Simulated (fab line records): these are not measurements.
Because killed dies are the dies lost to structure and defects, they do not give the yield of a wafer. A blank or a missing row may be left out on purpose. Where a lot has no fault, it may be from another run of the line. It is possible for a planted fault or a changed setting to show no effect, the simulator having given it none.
A struck lot beside a sound one + flow nand_harc + 13 steps out of a route of 1302
Sound: wafers L254.3, L254.4, L254.6. Struck: wafer L257.6 (left out: L257.1, L257.3 of the same lot, which were not struck); the cause appears at the end.
For every step that has rows: the tool of each side, followed by ch and its chambers, followed by its first start. Under that, the readings that differ: sound wafers + struck wafers + difference of the means + sigmas: that difference in standard deviations of wafers without a fault.
alike: same words and numbers on both sides, and readings whose means sit less than 2 such deviations apart. not compared: any withheld reading, any reading some wafer has no value for, any bound like >300 that may hide the same value, and any number with overlapping values for which the record gives no deviation.
The two part at a step that has a row with sigmas, a row that says differs or no value, or rows on one side only. Numbers that don't overlap but have no deviation are shown without sigmas and don't part them. A reading missing from all wafers of one side parts the sides only when that side holds two or more wafers.

first, 3 steps without rows for these wafers: NHARC_A_STAIRCASE_ETCH_15 (etches the open film in C4F8/O2, target depth 100 nm, time 40.5 s); NHARC_A_STAIRCASE_TRIM_16 (chemistry O2, time 211.2 s); NHARC_A_STAIRCASE_ETCH_17 (etches the open film in C4F8/O2, target depth 100 nm, time 40.5 s).
NHARC_A_STAIRCASE_TRIM_18: chemistry O2, time 211.2 s.
  sound: rie_diel-07 ch 0,1,3; struck: rie_diel-11 ch 2
  alike: drypump_motor_current_A, oes_product_au, rf_vpp_V, run_length_s, showerhead_plenum_p_Torr, throttle_valve_pct
  not compared: rf_hours_counter_h
then, 1 step without rows for these wafers: NHARC_A_STAIRCASE_ETCH_19 (etches the open film in C4F8/O2, target depth 100 nm, time 40.5 s).
NHARC_A_STAIRCASE_TRIM_20: chemistry O2, time 211.2 s.
  sound on rie_diel-08 ch 0,1,3, day 17 07:53; struck on rie_diel-08 ch 3, day 19 22:58
  alike: drypump_motor_current_A, oes_product_au, rf_vpp_V, run_length_s, showerhead_plenum_p_Torr, throttle_valve_pct
  not compared: rf_hours_counter_h
NHARC_A_STAIRCASE_ETCH_21: etches the open film in C4F8/O2, target depth 100 nm, time 40.5 s.
  sound: rie_diel-08 ch 1,2,3; struck: rie_diel-08 ch 2
  alike: oes_product_au, rf_vpp_V
  not compared: rf_hours_counter_h
then, 2 steps without rows for these wafers: NHARC_A_STAIRCASE_TRIM_22 (chemistry O2, time 211.2 s); NHARC_A_STAIRCASE_ETCH_23 (etches the open film in C4F8/O2, target depth 100 nm, time 40.5 s).
NHARC_A_STAIRCASE_TRIM_24: chemistry O2, time 211.2 s.
  sound: rie_diel-08 ch 0,2; struck: rie_diel-08 ch 2
  alike: drypump_motor_current_A, oes_product_au, rf_vpp_V, run_length_s, showerhead_plenum_p_Torr, throttle_valve_pct
  not compared: rf_hours_counter_h
then, 1 step without rows for these wafers: NHARC_A_STAIRCASE_ETCH_25 (etches the open film in C4F8/O2, target depth 100 nm, time 40.5 s).
NHARC_A_STAIRCASE_TRIM_26: chemistry O2, time 211.2 s.
  sound on rie_diel-08 ch 0,2,3, day 17 08:43; struck on rie_diel-08 ch 1, day 19 23:52
| reading          | sound             | struck | difference | sigmas      |
|------------------|-------------------|--------|------------|-------------|
| run_length_s (s) | 232.1 233.3 231.9 | 297.9  | +65.5      | +99 or more |
  alike: drypump_motor_current_A, oes_product_au, rf_vpp_V, showerhead_plenum_p_Torr, throttle_valve_pct
  not compared: rf_hours_counter_h
NHARC_A_STAIRCASE_ETCH_27: etches the open film in C4F8/O2, target depth 100 nm, time 40.5 s.
  sound: rie_diel-08 ch 0,2,3; struck: rie_diel-08 ch 2
  alike: oes_product_au, rf_vpp_V
  not compared: rf_hours_counter_h

== WHERE THEY PART ==
Only at NHARC_A_STAIRCASE_TRIM_26, as far as this record shows. Later steps at which nothing parts them and some readings are alike: NHARC_A_STAIRCASE_ETCH_27.

WHY: what the simulator had put in
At NHARC_A_STAIRCASE_TRIM_26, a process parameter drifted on rie_diel-08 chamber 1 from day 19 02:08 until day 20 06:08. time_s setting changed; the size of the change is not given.
